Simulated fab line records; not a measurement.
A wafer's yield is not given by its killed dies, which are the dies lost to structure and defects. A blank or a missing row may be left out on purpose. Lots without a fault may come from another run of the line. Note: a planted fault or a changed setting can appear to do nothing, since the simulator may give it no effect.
Chamber matching || flow n5 finfet || 4 sister chambers for N5_BEOL_M7_STRIP_36 on rie diel-05
The step strips in N2/H2. 27 wafers are shown with their chamber, then 12 later ones without.

## WAFERS, EACH WITH ITS CHAMBER
{"wafer": "L078.1", "chamber": 2, "throttle valve pct (%)": 23.47, "oes product au (a.u.)": 0.94, "showerhead plenum p Torr (Torr)": 2.50}
{"wafer": "L078.4", "chamber": 0, "throttle valve pct (%)": 23.72, "oes product au (a.u.)": 0.68, "showerhead plenum p Torr (Torr)": 2.51}
{"wafer": "L078.5", "chamber": 3, "throttle valve pct (%)": 24.05, "oes product au (a.u.)": 0.71, "showerhead plenum p Torr (Torr)": 2.51}
{"wafer": "L083.1", "chamber": 0, "throttle valve pct (%)": 23.75, "oes product au (a.u.)": 0.68, "showerhead plenum p Torr (Torr)": 2.51}
{"wafer": "L083.2", "chamber": 3, "throttle valve pct (%)": 24.06, "oes product au (a.u.)": 0.70, "showerhead plenum p Torr (Torr)": 2.50}
{"wafer": "L083.5", "chamber": 1, "throttle valve pct (%)": 23.86, "oes product au (a.u.)": 0.69, "showerhead plenum p Torr (Torr)": 2.50}
{"wafer": "L079.2", "chamber": 3, "throttle valve pct (%)": 24.06, "oes product au (a.u.)": 0.70, "showerhead plenum p Torr (Torr)": 2.51}
{"wafer": "L079.4", "chamber": 1, "throttle valve pct (%)": 23.84, "oes product au (a.u.)": 0.68, "showerhead plenum p Torr (Torr)": 2.50}
{"wafer": "L079.6", "chamber": 3, "throttle valve pct (%)": 24.04, "oes product au (a.u.)": 0.70, "showerhead plenum p Torr (Torr)": 2.50}
{"wafer": "L081.1", "chamber": 2, "throttle valve pct (%)": 23.47, "oes product au (a.u.)": 0.93, "showerhead plenum p Torr (Torr)": 2.49}
{"wafer": "L081.2", "chamber": 3, "throttle valve pct (%)": 24.08, "oes product au (a.u.)": 0.70, "showerhead plenum p Torr (Torr)": 2.51}
{"wafer": "L081.5", "chamber": 0, "throttle valve pct (%)": 23.73, "oes product au (a.u.)": 0.68, "showerhead plenum p Torr (Torr)": 2.50}
{"wafer": "L080.1", "chamber": 3, "throttle valve pct (%)": 24.06, "oes product au (a.u.)": 0.70, "showerhead plenum p Torr (Torr)": 2.50}
{"wafer": "L080.2", "chamber": 2, "throttle valve pct (%)": 23.51, "oes product au (a.u.)": 0.93, "showerhead plenum p Torr (Torr)": 2.49}
{"wafer": "L080.5", "chamber": 2, "throttle valve pct (%)": 23.47, "oes product au (a.u.)": 0.93, "showerhead plenum p Torr (Torr)": 2.49}
{"wafer": "L085.2", "chamber": 3, "throttle valve pct (%)": 24.07, "oes product au (a.u.)": 0.70, "showerhead plenum p Torr (Torr)": 2.50}
{"wafer": "L085.5", "chamber": 1, "throttle valve pct (%)": 23.86, "oes product au (a.u.)": 0.68, "showerhead plenum p Torr (Torr)": 2.50}
{"wafer": "L085.6", "chamber": 0, "throttle valve pct (%)": 23.75, "oes product au (a.u.)": 0.68, "showerhead plenum p Torr (Torr)": 2.50}
{"wafer": "L086.1", "chamber": 1, "throttle valve pct (%)": 23.88, "oes product au (a.u.)": 0.68, "showerhead plenum p Torr (Torr)": 2.50}
{"wafer": "L086.3", "chamber": 0, "throttle valve pct (%)": 23.76, "oes product au (a.u.)": 0.68, "showerhead plenum p Torr (Torr)": 2.50}
{"wafer": "L086.4", "chamber": 1, "throttle valve pct (%)": 23.86, "oes product au (a.u.)": 0.68, "showerhead plenum p Torr (Torr)": 2.50}
{"wafer": "L088.1", "chamber": 0, "throttle valve pct (%)": 23.77, "oes product au (a.u.)": 0.66, "showerhead plenum p Torr (Torr)": 2.50}
{"wafer": "L088.2", "chamber": 1, "throttle valve pct (%)": 23.86, "oes product au (a.u.)": 0.68, "showerhead plenum p Torr (Torr)": 2.50}
{"wafer": "L088.3", "chamber": 2, "throttle valve pct (%)": 23.50, "oes product au (a.u.)": 0.90, "showerhead plenum p Torr (Torr)": 2.49}
{"wafer": "L091.1", "chamber": 3, "throttle valve pct (%)": 24.07, "oes product au (a.u.)": 0.69, "showerhead plenum p Torr (Torr)": 2.50}
{"wafer": "L091.4", "chamber": 3, "throttle valve pct (%)": 24.05, "oes product au (a.u.)": 0.69, "showerhead plenum p Torr (Torr)": 2.50}
{"wafer": "L091.5", "chamber": 0, "throttle valve pct (%)": 23.76, "oes product au (a.u.)": 0.65, "showerhead plenum p Torr (Torr)": 2.50}

SIGNATURES (averages over the wafers above)
{"reading": "throttle valve pct", "chamber 0": 23.7486, "chamber 1": 23.8600, "chamber 2": 23.4840, "chamber 3": 24.0600, "scatter within a chamber": 0.0153}
{"reading": "oes product au", "chamber 0": 0.6729, "chamber 1": 0.6817, "chamber 2": 0.9260, "chamber 3": 0.6989, "scatter within a chamber": 0.00986}
{"reading": "showerhead plenum p Torr", "chamber 0": 2.5029, "chamber 1": 2.5000, "chamber 2": 2.4920, "chamber 3": 2.5033, "scatter within a chamber": 0.00429}
Rule: distance of a wafer from a chamber = root of the sum over the readings of ((wafer's reading minus chamber's mean) / reading's scatter) squared. If the next closest chamber is less than 2 further off than the closest, the wafer can't be placed; otherwise it belongs to the closest. The scatter is the square root of a quotient: the sum, over the shown wafers, of each reading's squared deviation from its chamber's mean, divided by wafers minus chambers.

## WAFERS WITHOUT THEIR CHAMBER
{"wafer": "L092.1", "throttle valve pct (%)": 23.85, "oes product au (a.u.)": 0.67, "showerhead plenum p Torr (Torr)": 2.50}
{"wafer": "L092.4", "throttle valve pct (%)": 23.88, "oes product au (a.u.)": 0.67, "showerhead plenum p Torr (Torr)": 2.49}
{"wafer": "L092.5", "throttle valve pct (%)": 24.10, "oes product au (a.u.)": 0.69, "showerhead plenum p Torr (Torr)": 2.50}
{"wafer": "L093.1", "throttle valve pct (%)": 23.52, "oes product au (a.u.)": 0.88, "showerhead plenum p Torr (Torr)": 2.48}
{"wafer": "L093.4", "throttle valve pct (%)": 24.06, "oes product au (a.u.)": 0.69, "showerhead plenum p Torr (Torr)": 2.50}
{"wafer": "L093.6", "throttle valve pct (%)": 23.51, "oes product au (a.u.)": 0.88, "showerhead plenum p Torr (Torr)": 2.48}
{"wafer": "L094.1", "throttle valve pct (%)": 23.53, "oes product au (a.u.)": 0.86, "showerhead plenum p Torr (Torr)": 2.48}
{"wafer": "L094.5", "throttle valve pct (%)": 23.86, "oes product au (a.u.)": 0.67, "showerhead plenum p Torr (Torr)": 2.50}
{"wafer": "L094.6", "throttle valve pct (%)": 24.08, "oes product au (a.u.)": 0.68, "showerhead plenum p Torr (Torr)": 2.50}
{"wafer": "L097.2", "throttle valve pct (%)": 23.47, "oes product au (a.u.)": 0.95, "showerhead plenum p Torr (Torr)": 2.49}
{"wafer": "L097.4", "throttle valve pct (%)": 23.45, "oes product au (a.u.)": 0.95, "showerhead plenum p Torr (Torr)": 2.49}
{"wafer": "L097.6", "throttle valve pct (%)": 24.08, "oes product au (a.u.)": 0.68, "showerhead plenum p Torr (Torr)": 2.49}

## CHAMBER TAKEN BY EACH
{"wafer": "L092.1", "from the rows above": 1, "in truth": 1}
{"wafer": "L092.4", "from the rows above": 1, "in truth": 1}
{"wafer": "L092.5", "from the rows above": 3, "in truth": 3}
{"wafer": "L093.1", "from the rows above": 2, "in truth": 2}
{"wafer": "L093.4", "from the rows above": 3, "in truth": 3}
{"wafer": "L093.6", "from the rows above": 2, "in truth": 2}
{"wafer": "L094.1", "from the rows above": 2, "in truth": 2}
{"wafer": "L094.5", "from the rows above": 1, "in truth": 1}
{"wafer": "L094.6", "from the rows above": 3, "in truth": 3}
{"wafer": "L097.2", "from the rows above": 2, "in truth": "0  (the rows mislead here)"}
{"wafer": "L097.4", "from the rows above": 2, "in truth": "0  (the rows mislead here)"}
{"wafer": "L097.6", "from the rows above": 3, "in truth": 3}
Correct placement for 10 of the 12. From these rows, 0 cannot be placed. 2 placed wrongly.
